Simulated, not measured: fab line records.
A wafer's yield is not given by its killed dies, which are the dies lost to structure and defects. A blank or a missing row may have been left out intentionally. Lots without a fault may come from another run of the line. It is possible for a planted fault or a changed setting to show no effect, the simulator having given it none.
fab line records | flow nandHarc
record: lots: 5 wafers: 15 lastDay: 24
route steps=1159 shown A_SGD_CUT@753 END@1159
lots that met no fault: from a run of the same line without faults
startH: start of the lot's first displayed wafer, in hours after the record's first day | waitH: how many hours have passed since the lot's step before this one | " the same as in the row above | L1.1+2: a row that stands for several wafers | - either no value or no given start | * or withheld: withheld | < > ~ a bound
route shown NAME@n: a module of which the file shows steps, and the number in the route of the first | usual: the fault-free wafers' mean and standard deviation | same: alike in all rows | chamber/n: place in a boat | sites: the reading at each site | _std_site: the values' standard deviation | _edge_site: outer sites' mean less inner sites' | radiusMm: for every site, how far away it sits from the centre of the wafer | mask NAME#n: copy n | behind: the last tool/chamber to shape the wafer | hold: what put the lot on hold/how long, in hours/how the hold closed | device: whichever transistor did not switch (one of n, p or np) | end of line: tests of these same wafers at the route's end | where a step has no rows: the recipe by itself | killed: not the wafer's yield, but the dies lost to structure and defects at the first sort | map: dies across one wafer; x = killed, . = not, _ = none there
set.NAME: the run value of the setting; set.NAME@STEP: its run value at that earlier step | model.NAME: the simulator's own value behind a step, which no gauge read
lots at selected steps of the route; one table per step, one row per wafer
services: the hour from which a tool's chamber was out of use, counted from the record's first day as startH (under 0 if before that day), plus the number of hours and why
== steps ==
step: NHARC_A_SGD_CUT_SOFTBAKE_04
recipe: tempC: 105 timeS: 55
step: NHARC_A_SGD_CUT_EBR_05
step: NHARC_A_SGD_CUT_EXPOSE_06
recipe: na: 1.35 doseMj: 85.59 maskId: SGD
step: NHARC_A_SGD_CUT_PEB_07
recipe: pebTempC: 100 pebTimeS: 65
step: NHARC_A_SGD_CUT_DEVELOP_08
recipe: developTimeS: 35 devTempC: 23
step: NHARC_A_SGD_CUT_CD_MEAS_09
recipe: targetCdNm: 100 landingEnergyEv: 500
usual: cdNm: 100.0/0.47
same: landingEnergyEv: 500
columns lot.wafer tool chamber startH waitH cdNm
L818.1 cdSem-03 0 348.14 - 99.8
L818.3 " 0 " " 100.4
L818.5 " 0 " " 99.3
L822.1 cdSem-01 0 369.04 - 100.5
L822.5 " 0 " " 100.1
L822.6 " 0 " " 100.5
L827.1 cdSem-03 0 403.40 - 99.9
L827.3 " 0 " " 100.2
L827.4 " 0 " " 100.1
L826.3 cdSem-02 0 404.09 - 100.2
L826.4 " 0 " " 100.0
L826.5 " 0 " " 100.2
L834.1 cdSem-02 0 451.41 - 99.7
L834.3 " 0 " " 99.8
L834.4 " 0 " " 100.6
step: NHARC_A_SGD_CUT_OVL_MEAS_10
usual: overlayXNm: 0.1/0.59 overlayYNm: 0.2/0.72
columns lot.wafer tool chamber startH waitH overlayXNm overlayYNm
L818.1 overlay-01 - 348.23 - -0.7 -0.6
L818.3 " - " " -0.2 -0.6
L818.5 " - " " -0.6 -0.3
L822.1 overlay-01 - 369.13 - -0.2 0.1
L822.5 " - " " -0.3 0.0
L822.6 " - " " 0.0 -0.2
L827.1 overlay-01 - 403.49 - 0.0 1.3
L827.3 " - " " 0.5 1.8
L827.4 " - " " 0.7 1.5
L826.3 overlay-01 - 404.18 - 0.5 0.8
L826.4 " - " " 1.1 0.6
L826.5 " - " " 0.5 0.5
L834.1 overlay-02 - 451.50 - -0.3 0.7
L834.3 " - " " -0.1 0.3
L834.4 " - " " 0.1 0.1
step: NHARC_A_SGD_CUT_INSPECT_11
usual: rawDefectCount: 16/8.2
columns lot.wafer tool chamber startH waitH rawDefectCount
L818.1 defectInspect-01 - 348.26 0.0 5
L818.3 " - " " 6
L818.5 " - " " 9
L822.1 defectInspect-02 - 369.17 0.0 6
L822.5 " - " " 7
L822.6 " - " " 5
L827.1 defectInspect-02 - 403.52 0.0 5
L827.3 " - " " 12
L827.4 " - " " 8
L826.3 defectInspect-02 - 404.21 0.0 27
L826.4 " - " " 21
L826.5 " - " " 27
L834.1 defectInspect-02 - 451.54 0.0 21
L834.3 " - " " 26
L834.4 " - " " 18
step: NHARC_A_SGD_CUT_DESCUM_14
recipe: timeS: 3 o2FlowSccm: 200 arFlowSccm: 0 biasPowerW: 0 chemistry: O2
usual: drypumpMotorCurrentA: 5.8/0.49 oesProductAu: 0.998/0.0098 rfVppV: 57.6/0.93 showerheadPlenumPTorr: 1.87/0.076 throttleValvePct: 11.311/0.0085
same: biasPowerW: 0
columns lot.wafer tool chamber startH waitH drypumpMotorCurrentA oesProductAu rfHoursCounterH rfVppV showerheadPlenumPTorr throttleValvePct
L818.3 rieDiel-12 3 348.32 0.1 5.0 0.992 10 57.5 1.89 11.315
L818.1 " 2 " " 5.3 0.970 8 56.0 1.80 11.320
L818.5 " 0 " " 5.5 1.003 - 56.4 1.83 11.310
L822.1 rieDiel-08 3 369.25 0.1 5.9 1.006 6 55.6 1.82 11.306
L822.5 " 0 " " 5.9 0.994 - 58.1 1.97 11.314
L822.6 " 1 " " 6.8 1.015 - 58.8 1.85 11.304
L827.1 rieDiel-04 2 403.58 0.1 5.7 1.007 13 56.8 1.78 11.306
L827.3 " 0 " " 5.9 0.990 15 58.7 2.02 11.302
L827.4 " 1 " " 5.1 0.990 14 58.5 1.86 11.316
L826.3 rieDiel-08 2 404.29 0.1 6.0 0.986 9 59.2 1.94 11.301
L826.4 " 3 " " 5.9 0.987 9 57.9 1.82 11.318
L826.5 " 1 " " 6.8 0.992 - 57.7 1.85 11.325
L834.4 rieDiel-04 2 451.60 0.1 5.7 0.994 20 58.3 1.78 11.309
L834.1 " 3 " " 6.4 0.992 20 57.6 1.78 11.317
L834.3 " 0 " " 5.9 0.990 20 59.0 2.02 11.313
step: NHARC_A_SGD_CUT_ETCH_58
recipe: targetDepthA: 390 overEtchFrac: 0.3 timeS: 65 ionEnergyEv: 80 cf4FlowSccm: 150 arFlowSccm: 0 rfW: 300 biasW: 100 chemistry: CF4
usual: cf4FlowSccm: 150.0/0.46 drypumpMotorCurrentA: 5.8/0.48 oesProductAu: 0.999/0.0096 rfVppV: 150.9/1.2 runLengthS: 86.4/0.35 showerheadPlenumPTorr: 1.73/0.067 throttleValvePct: 13.283/0.0099
same: overEtchFrac: 0.3
columns lot.wafer tool chamber startH waitH cf4FlowSccm drypumpMotorCurrentA oesProductAu rfHoursCounterH rfVppV runLengthS showerheadPlenumPTorr throttleValvePct
L818.3 rieDiel-12 1 348.41 0.1 150.4 5.8 0.991 9 150.8 86.2 1.74 13.281
L818.1 " 2 " " 149.5 5.3 0.974 8 149.0 86.2 1.67 13.285
L818.5 " 1 " " 149.8 5.8 0.993 - 152.0 86.6 1.74 13.311
L822.1 rieDiel-08 0 369.32 0.1 150.3 5.9 0.998 6 153.4 86.1 1.82 13.273
L822.5 " 3 " " 150.5 5.9 0.993 - 151.2 86.4 1.69 13.289
L822.6 " 0 " " 149.7 5.8 0.998 - 151.8 86.0 1.82 13.287
L827.1 rieDiel-04 2 403.68 0.1 150.8 5.7 1.016 13 150.7 87.3 1.66 13.283
L827.3 " 3 " " 150.0 6.4 1.010 14 149.8 86.8 1.66 13.280
L827.4 " 0 " " 150.1 5.9 0.998 15 152.8 86.3 1.86 13.287
L826.3 rieDiel-08 1 404.36 0.1 149.7 6.8 1.010 9 150.9 86.7 1.71 13.290
L826.4 " 3 " " 150.1 5.9 1.003 9 147.5 87.2 1.69 13.291
L826.5 " 1 " " 150.4 6.8 1.005 - 150.5 86.6 1.71 13.298
L834.4 rieDiel-04 2 451.68 0.1 149.5 5.7 1.015 20 151.1 86.8 1.65 13.279
L834.1 " 3 " " 149.5 6.4 1.007 20 149.4 86.8 1.66 13.274
L834.3 " 1 " " 149.4 5.1 1.012 21 150.5 85.9 1.72 13.276
step: NHARC_A_SGD_CUT_ETCH_59
recipe: targetDepthA: 2600 overEtchFrac: 0.25 timeS: 406.25 ionEnergyEv: 200 n2FlowSccm: 150 h2FlowSccm: 150 arFlowSccm: 0 rfW: 400 biasW: 150 chemistry: N2/H2
usual: drypumpMotorCurrentA: 5.8/0.49 h2FlowSccm: 150.0/0.45 oesProductAu: 0.998/0.0098 rfVppV: 429.2/2.5 runLengthS: 427.7/0.34 showerheadPlenumPTorr: 1.99/0.085 throttleValvePct: 14.173/0.0089
same: overEtchFrac: 0.25
columns lot.wafer tool chamber startH waitH drypumpMotorCurrentA h2FlowSccm oesProductAu rfHoursCounterH rfVppV runLengthS showerheadPlenumPTorr throttleValvePct
L818.3 rieDiel-12 1 - - 5.8 149.9 0.987 9 429.3 427.4 2.01 14.172
L818.1 " 3 " " 5.0 149.3 0.980 10 430.9 427.2 2.01 14.158
L818.5 " 0 " " 5.5 150.3 1.002 - 427.0 427.9 1.95 14.177
L822.1 rieDiel-08 2 - - 6.0 150.4 1.000 6 431.6 427.6 2.07 14.175
L822.5 " 0 " " 5.9 150.0 0.994 - 432.2 428.2 2.10 14.167
L822.6 " 1 " " 6.7 150.2 1.003 - 429.6 427.8 1.97 14.166
L827.3 rieDiel-04 3 - - 6.4 148.7 1.003 14 427.8 427.8 1.90 14.168
L827.4 " 0 " " 5.9 150.0 1.004 15 434.6 427.7 2.16 14.167
L827.1 " 1 " " 5.1 150.0 0.986 14 429.3 427.1 1.98 14.164
L826.4 rieDiel-08 1 - - 6.8 150.2 0.998 9 429.0 428.1 1.97 14.168
L826.3 " 2 " " 6.0 149.9 0.995 9 431.3 427.5 2.07 14.172
L826.5 " 1 " " 6.8 150.2 0.997 - 428.6 428.3 1.97 14.171
L834.3 rieDiel-04 2 - - 5.7 150.5 1.010 20 427.0 427.8 1.89 14.167
L834.4 " 0 " " 5.9 149.7 1.006 20 432.1 427.8 2.15 14.159
L834.1 " 1 " " 5.1 150.0 0.997 21 429.0 427.6 1.98 14.168
step: NHARC_A_SGD_CUT_ETCH_15
recipe: targetDepthA: 750 timeS: 64.3 ch3fFlowSccm: 50 o2FlowSccm: 30 arFlowSccm: 200 rfW: 500 biasW: 100 chemistry: CH3F/O2
usual: drypumpMotorCurrentA: 5.8/0.47 oesProductAu: 0.961/0.013 rfVppV: 263.0/1.6 runLengthS: 85.7/0.33 showerheadPlenumPTorr: 2.40/0.092 throttleValvePct: 20.662/0.0081
columns lot.wafer tool chamber startH waitH drypumpMotorCurrentA oesProductAu rfHoursCounterH rfVppV runLengthS showerheadPlenumPTorr throttleValvePct
L818.1 rieDiel-12 2 - - 5.3 0.947 8 260.3 85.4 2.31 20.655
L818.3 " 1 " " 5.8 0.962 9 262.9 85.7 2.42 20.650
L818.5 " 2 " " 5.3 0.957 - 261.1 85.4 2.31 20.662
L822.1 rieDiel-08 1 - - 6.7 0.950 6 264.0 86.0 2.38 20.666
L822.6 " 2 " " 6.0 0.964 - 263.2 85.4 2.49 20.657
L822.5 " 3 " " 5.9 0.971 - 261.8 86.1 2.35 20.672
L827.4 rieDiel-04 2 - - 5.7 0.966 14 261.8 86.3 2.29 20.674
L827.3 " 0 " " 5.9 0.972 15 266.0 85.7 2.59 20.656
L827.1 " 1 " " 5.1 0.969 15 262.5 85.2 2.39 20.658
L826.4 rieDiel-08 3 - - 5.9 0.986 9 262.1 86.0 2.35 20.661
L826.3 " 0 " " 5.8 0.969 9 264.6 85.7 2.53 20.671
L826.5 " 1 " " 6.8 0.955 - 263.4 86.6 2.38 20.650
L834.1 rieDiel-04 3 - - 6.4 0.964 20 261.0 85.7 2.30 20.650
L834.4 " 0 " " 5.9 0.971 20 266.3 85.7 2.59 20.661
L834.3 " 1 " " 5.1 0.980 21 263.0 85.3 2.39 20.678
step: NHARC_A_SGD_CUT_ETCH_16
recipe: targetDepthA: 3105 timeS: 155.2 c4f8FlowSccm: withheld o2FlowSccm: 8 arFlowSccm: withheld rfW: 600 biasW: 800 chemistry: C4F8/O2/Ar
usual: oesProductAu: 0.971/0.011 rfVppV: 721/3.8 runLengthS: 176.6/0.37
columns lot.wafer tool chamber startH waitH oesProductAu rfHoursCounterH rfVppV runLengthS
L818.3 rieDiel-12 3 348.91 - 0.966 10 721 176.4
L818.1 " 1 " " 0.965 9 723 176.3
L818.5 " 2 " " 0.958 - 718 176.0
L822.1 rieDiel-08 1 369.83 - 0.970 6 720 176.8
L822.5 " 2 " " 0.985 - 724 176.3
L822.6 " 3 " " 0.992 - 719 176.6
L827.4 rieDiel-04 0 404.16 - 0.979 15 727 176.6
L827.1 " 1 " " 0.966 15 721 176.4
L827.3 " 3 " " 0.977 14 717 176.9
L826.3 rieDiel-08 3 404.86 - 0.986 9 717 198.3
L826.4 " 0 " " 0.968 9 725 176.4
L826.5 " 2 " " 0.980 - 724 176.4
L834.4 rieDiel-04 1 452.17 - 0.971 21 720 176.1
L834.3 " 2 " " 0.969 21 717 177.6
L834.1 " 3 " " 0.971 20 717 176.5
step: NHARC_A_SGD_CUT_STRIP_60
recipe: c4f8FlowSccm: withheld o2FlowSccm: 8 arFlowSccm: withheld biasW: 0 chemistry: C4F8/O2/Ar
step: NHARC_END_SORT_01
recipe: tempC: 25
usual: killedAtArray: 21/8.9 killedAtOther: 0.8/1.3 killedAtPeriphery: 3.6/2.4 killedDies: 26/8.9 killedOpen: 3.1/1.8 killedShort: 1.9/1.3
same: grossDies: 677
columns lot.wafer tool chamber startH waitH killedAtArray killedAtOther killedAtPeriphery killedDies killedOpen killedShort
L818.1 prober-01 0 484.99 2.5 10 4 5 19 7 2
L818.3 prober-01 0 486.59 3.1 13 3 2 18 3 2
L818.5 prober-01 0 488.19 3.7 18 2 1 21 5 1
L826.3 prober-01 0 537.10 3.1 673 1 3 677 5 1
L826.4 prober-01 0 537.89 3.4 21 0 6 27 3 3
L826.5 prober-01 0 538.69 3.7 27 0 2 29 1 0
L827.1 prober-02 0 543.07 2.6 15 1 0 16 1 4
L827.3 prober-02 0 544.67 3.1 18 0 3 21 2 3
L827.4 prober-02 0 545.48 3.4 11 0 2 13 5 0
killed by level:class
L818.1 A_CONTACT:geometricParticle:open=3 THIN_TSV:chamberFilmFlake=3 A_STAIRCASE:chamberFilmFlake=2 P_GATE:geometricParticle:open=1 P_CONTACT:geometricParticle:short=1 P_M0:geometricParticle:open=1 A_CHANNEL_FILL_D1:geometricParticle:open=1 A_WL_FILL:geometricParticle:open=1
L818.3 A_STAIRCASE:chamberFilmFlake=3 A_SLIT:chamberFilmFlake=3 THIN_TSV:chamberFilmFlake=3 A_CHANNEL_HOLE_D1:chamberFilmFlake=2 P_CONTACT:geometricParticle:open=1 A_SOURCE_PLATE:geometricParticle:short=1 A_ONON_D1:geometricParticle:open=1 A_CHANNEL_FILL_D1:geometricParticle:short=1
L818.5 A_STAIRCASE:chamberFilmFlake=5 A_SLIT:chamberFilmFlake=5 A_M0:geometricParticle:open=2 A_CONTACT:chamberFilmFlake=2 THIN_TSV:chamberFilmFlake=2 P_STI:geometricParticle:open=1 A_CONTACT:geometricParticle:open=1 A_M0:geometricParticle:short=1
L826.3 A_SGD_CUT:areaEtch=647 A_CHANNEL_HOLE_D1:chamberFilmFlake=16 A_STAIRCASE:chamberFilmFlake=4 A_CONTACT:geometricParticle:open=2 P_STI:geometricParticle:open=1 A_CONTACT:geometricParticle:short=1 A_M0:geometricParticle:open=1 A_M1:geometricParticle:open=1
L826.4 A_CHANNEL_HOLE_D1:chamberFilmFlake=15 P_ZERO_WELL:chamberFilmFlake=3 P_CONTACT:geometricParticle:open=1 P_M2:geometricParticle:open=1 A_CHANNEL_HOLE_D1:geometricParticle:short=1 A_CHANNEL_FILL_D1:geometricParticle:open=1 A_CHANNEL_FILL_D1:geometricParticle:short=1 A_WL_FILL:geometricParticle:short=1
L826.5 A_CHANNEL_HOLE_D1:chamberFilmFlake=19 A_STAIRCASE:chamberFilmFlake=4 A_CONTACT:chamberFilmFlake=2 A_BLC:geometricParticle:open=1 P_ZERO_WELL:chamberFilmFlake=1 P_M0:chamberFilmFlake=1 A_BLC:chamberFilmFlake=1
L827.1 A_CONTACT:chamberFilmFlake=5 A_CHANNEL_HOLE_D1:chamberFilmFlake=3 A_ONON_D1:geometricParticle:short=1 A_CHANNEL_HOLE_D1:geometricParticle:short=1 A_SGD_CUT:geometricParticle:short=1 A_CONTACT:geometricParticle:open=1 A_M1:geometricParticle:short=1 A_ZERO_WELL:chamberFilmFlake=1
L827.3 A_CHANNEL_HOLE_D1:chamberFilmFlake=6 A_CONTACT:chamberFilmFlake=5 A_BLC:geometricParticle:short=2 P_M0:geometricParticle:open=1 A_STAIRCASE:geometricParticle:short=1 A_CONTACT:geometricParticle:open=1 P_ZERO_WELL:chamberFilmFlake=1 P_BONDPAD:chamberFilmFlake=1
L827.4 A_CHANNEL_HOLE_D1:chamberFilmFlake=4 A_ONON_D1:geometricParticle:open=2 A_WL_FILL:chamberFilmFlake=2 P_CONTACT:geometricParticle:open=1 P_M1:geometricParticle:open=1 A_CHANNEL_FILL_D1:geometricParticle:open=1 A_ZERO_WELL:chamberFilmFlake=1 A_CONTACT:chamberFilmFlake=1
map L826.3 (x killed, . not)
____________x____________
_________xxxxxxx_________
_______xxxxxxxxxxx_______
______xxxxxxxxxxxxx______
_____xxxxxxxxxxxxxxx_____
____xxxxxxxxxxxxxxxxx____
____xxxxxxxxxxxxxxxxx____
___xxxxxxxxxxxxxxxxxxx___
___xxxxxxxxxxxxxxxxxxx___
__xxxxxxxxxxxxxxxxxxxxx__
__xxxxxxxxxxxxxxxxxxxxx__
_xxxxxxxxxxxxxxxxxxxxxxx_
_xxxxxxxxxxxxxxxxxxxxxxx_
_xxxxxxxxxxxxxxxxxxxxxxx_
_xxxxxxxxxxxxxxxxxxxxxxx_
_xxxxxxxxxxxxxxxxxxxxxxx_
xxxxxxxxxxxxxxxxxxxxxxxxx
xxxxxxxxxxxxxxxxxxxxxxxxx
xxxxxxxxxxxxxxxxxxxxxxxxx
xxxxxxxxxxxxxxxxxxxxxxxxx
xxxxxxxxxxxxxxxxxxxxxxxxx
_xxxxxxxxxxxxxxxxxxxxxxx_
_xxxxxxxxxxxxxxxxxxxxxxx_
_xxxxxxxxxxxxxxxxxxxxxxx_
_xxxxxxxxxxxxxxxxxxxxxxx_
_xxxxxxxxxxxxxxxxxxxxxxx_
__xxxxxxxxxxxxxxxxxxxxx__
__xxxxxxxxxxxxxxxxxxxxx__
___xxxxxxxxxxxxxxxxxxx___
___xxxxxxxxxxxxxxxxxxx___
____xxxxxxxxxxxxxxxxx____
____xxxxxxxxxxxxxxxxx____
_____xxxxxxxxxxxxxxx_____
______xxxxxxxxxxxxx______
_______xxxxxxxxxxx_______
_________xxxxxxx_________
____________x____________
map L822.1 (x killed, . not)
____________.____________
_________.x..x.x_________
_______x.........._______
______............x______
_____..............._____
____.................____
____.......x.........____
___...................___
___...........x.....x.___
__.....................__
__.....................__
_......................._
_......................._
_......................._
_.................x....._
_.......x..............._
.........................
..x......................
.............x...........
.........................
.........................
_...........x..........._
_......................._
_.....x................x_
_.......x..............._
_..................x...._
__..x..................__
__.....................__
___...................___
___...................___
____...........x.....____
____.x...............____
_____..............._____
______.............______
_______..........._______
_________......._________
____________.____________
== services ==
columns tool chamber startH hours kind
rieDiel-08 0 335.32 - clean
rieDiel-08 1 335.32 - clean
rieDiel-08 2 335.32 - clean
rieDiel-08 3 335.32 - clean
rieDiel-04 0 346.98 - clean
rieDiel-04 1 346.98 - clean
rieDiel-04 2 346.98 - clean
rieDiel-04 3 346.98 - clean
rieDiel-08 0 359.86 - clean
rieDiel-08 1 359.86 - clean
rieDiel-08 2 359.86 - clean
rieDiel-08 3 359.86 - clean
rieDiel-04 - 366.02 0.3 repair
rieDiel-04 0 371.48 - clean
rieDiel-04 1 371.48 - clean
rieDiel-04 2 371.48 - clean
rieDiel-04 3 371.48 - clean
rieDiel-12 - 379.40 9.0 pm
rieDiel-08 0 384.36 - clean
rieDiel-08 1 384.36 - clean
rieDiel-12 1 397.89 6.5 repair
rieDiel-08 0 410.20 6.9 repair
rieDiel-04 3 418.59 6.9 repair
rieDiel-04 0 436.96 6.9 repair
== key ==
firstSign: step: NHARC_A_SGD_CUT_ETCH_16 reading: runLengthS direction: up sigmas: 59 usual: * struck: *
effect: step: NHARC_END_SORT_01 reading: killedAtArray direction: up sigmas: 73 usual: 21 struck: 673
moreKillsBornAt: NHARC_A_SGD_CUT_ETCH_16@rieDiel-08: 647
metAt NHARC_A_SGD_CUT_ETCH_16
struckWafers L826.3
laterRowsLeftOut L826.3
testerLeftOut L826
onsetBetween 369.83 404.86
fault: kind: processParameterDrift tool: rieDiel-08 chamber: 3 onsetH: 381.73 steps: NHARC_A_SGD_CUT_ETCH_16 channel: timeS offset: * shape: step endH: 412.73 actsIn: * stated: *
testerLeftOut: of these lots the tester's yield and bins aren't shown, on N5 and GAA mostly nor the transistor test; their killed dies are dies lost to structure and defects alone, not to doping, threshold or leakage, so they don't give the yield
laterRowsLeftOut: the simulator's readings of these wafers behind a module that went badly wrong aren't trusted and aren't shown, but for the sort
